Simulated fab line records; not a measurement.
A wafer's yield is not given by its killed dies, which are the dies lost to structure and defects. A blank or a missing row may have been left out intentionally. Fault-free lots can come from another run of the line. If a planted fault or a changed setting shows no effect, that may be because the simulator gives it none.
Matching of chambers | flow n5-finfet | 4 sister chambers for N5_DUMMY_GATE_ETCH_36 on rie-diel-01
The step etches SiARC in CF4, target depth 13 nm. 4 wafers are shown with their chamber, then 8 later ones without.

WAFERS PAIRED WITH THEIR CHAMBERS
wafer  | chamber | showerhead-plenum-p-Torr (Torr)
L079.4 | 2       | 2.23
L081.1 | 3       | 2.06
L081.2 | 0       | 2.07
L086.1 | 1       | 2.18

WAFERS MISSING THEIR CHAMBER
wafer  | showerhead-plenum-p-Torr (Torr)
L086.3 | 2.06
L086.4 | 2.23
L095.2 | 2.06
L095.3 | 2.05
L095.5 | 2.17
L096.2 | 2.22
L096.4 | 2.06
L096.6 | 2.17

CHAMBER TAKEN BY EACH
wafer  | from the rows above     | in truth
L086.3 | can't be placed: 3 or 0 | 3
L086.4 | 2                       | 2
L095.2 | can't be placed: 3 or 0 | 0
L095.3 | can't be placed: 3 or 0 | 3
L095.5 | 1                       | 1
L096.2 | 2                       | 2
L096.4 | can't be placed: 3 or 0 | 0
L096.6 | 1                       | 1
Correctly placed: 4 of 8. Not placeable from these rows: 4 (in 4, the candidates include the true chamber). Wrongly placed: 0.
How it was worked out, from the rows above alone: a wafer's distance from a chamber is the root of the sum, over the readings, of the square of ((its reading less the chamber's mean) divided by the reading's scatter). If the next closest chamber is less than 2 further off than the closest, the wafer can't be placed; otherwise it belongs to the closest. Each chamber's mean is taken over the wafers shown for it. The scatter: with one shown wafer a chamber, the root of the mean of the squares of how far each hidden wafer lies from its nearest shown one.
